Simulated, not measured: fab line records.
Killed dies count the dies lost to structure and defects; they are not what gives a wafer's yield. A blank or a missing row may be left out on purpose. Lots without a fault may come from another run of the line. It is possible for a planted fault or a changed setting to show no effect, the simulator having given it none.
Matching of chambers | flow nand_harc | rie_diel-12 running NHARC_P_GATE_STRIP_101: 4 sister chambers
The step strips in O2, time 20 s. 4 wafers are shown with their chamber, then 7 later ones without.

== WAFERS PAIRED WITH THEIR CHAMBERS ==
wafer  | chamber | showerhead_plenum_p_Torr (Torr)
L082.6 | 0       | 3.57
L084.1 | 3       | 3.34
L088.2 | 2       | 3.43
L088.5 | 1       | 3.47

== WAFERS MISSING THEIR CHAMBER ==
wafer  | showerhead_plenum_p_Torr (Torr)
L088.6 | 3.43
L094.1 | 3.33
L094.2 | 3.43
L094.4 | 3.57
L096.1 | 3.43
L096.3 | 3.57
L096.5 | 3.47

== CHAMBER TAKEN BY EACH ==
wafer  | from the rows above | in truth
L088.6 | 2                   | 2
L094.1 | 3                   | 3
L094.2 | 2                   | 2
L094.4 | 0                   | 0
L096.1 | 2                   | 2
L096.3 | 0                   | 0
L096.5 | 1                   | 1
7 of 7 placed correctly. From these rows, 0 cannot be placed. 0 placed wrongly.
How it was worked out, from the rows above alone: a wafer's distance from a chamber is the root of the sum, over the readings, of the square of ((its reading less the chamber's mean) divided by the reading's scatter). If the next closest chamber is less than 2 further off than the closest, the wafer can't be placed; otherwise it belongs to the closest. A chamber's mean is the mean of its shown wafers. The scatter (one wafer shown for each chamber): square how far every hidden wafer sits from the nearest shown wafer, average those squares and take the square root.
